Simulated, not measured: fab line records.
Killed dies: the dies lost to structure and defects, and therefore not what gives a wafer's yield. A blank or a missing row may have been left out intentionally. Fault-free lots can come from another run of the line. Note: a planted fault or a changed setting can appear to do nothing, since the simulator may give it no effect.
Matching of chambers / flow nand_harc / pecvd-02 running NHARC_P_M0_PRE_CLEAN_31: 3 sister chambers
The step time 12 s. 6 wafers are shown with their chamber, then 7 later ones without.

## WAFERS PAIRED WITH THEIR CHAMBERS
wafer=L417.5; chamber=0; heater_power_w (W)=697
wafer=L418.5; chamber=2; heater_power_w (W)=606
wafer=L429.3; chamber=2; heater_power_w (W)=645
wafer=L429.4; chamber=1; heater_power_w (W)=669
wafer=L432.2; chamber=1; heater_power_w (W)=660
wafer=L432.3; chamber=0; heater_power_w (W)=718

## WAFERS MISSING THEIR CHAMBER
wafer=L432.5; heater_power_w (W)=625
wafer=L434.1; heater_power_w (W)=600
wafer=L434.4; heater_power_w (W)=636
wafer=L434.5; heater_power_w (W)=734
wafer=L435.1; heater_power_w (W)=660
wafer=L435.5; heater_power_w (W)=670
wafer=L435.6; heater_power_w (W)=654

## WHICH CHAMBER EACH ONE RAN IN
wafer=L432.5; from the rows above=2; in truth=2
wafer=L434.1; from the rows above=2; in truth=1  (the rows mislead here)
wafer=L434.4; from the rows above=can't be placed: 2 or 1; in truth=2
wafer=L434.5; from the rows above=0; in truth=0
wafer=L435.1; from the rows above=can't be placed: 1 or 2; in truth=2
wafer=L435.5; from the rows above=can't be placed: 1 or 0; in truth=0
wafer=L435.6; from the rows above=can't be placed: 1 or 2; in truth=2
2 of 7 placed correctly. Unplaceable from these rows: 4, with the true chamber sitting among the candidates in 4. Placed wrongly: 1.
How it was worked out, from the rows above alone: a wafer's distance from a chamber is the root of the sum, over the readings, of the square of ((its reading less the chamber's mean) divided by the reading's scatter). The wafer belongs to the nearest chamber; if the next one is less than 2 further off, it can't be placed. A chamber's mean is the mean of its shown wafers. How the scatter is found: for the shown wafers, subtract from each reading the mean of its chamber, square and add these, divide the total by (wafers less chambers), then take the root.
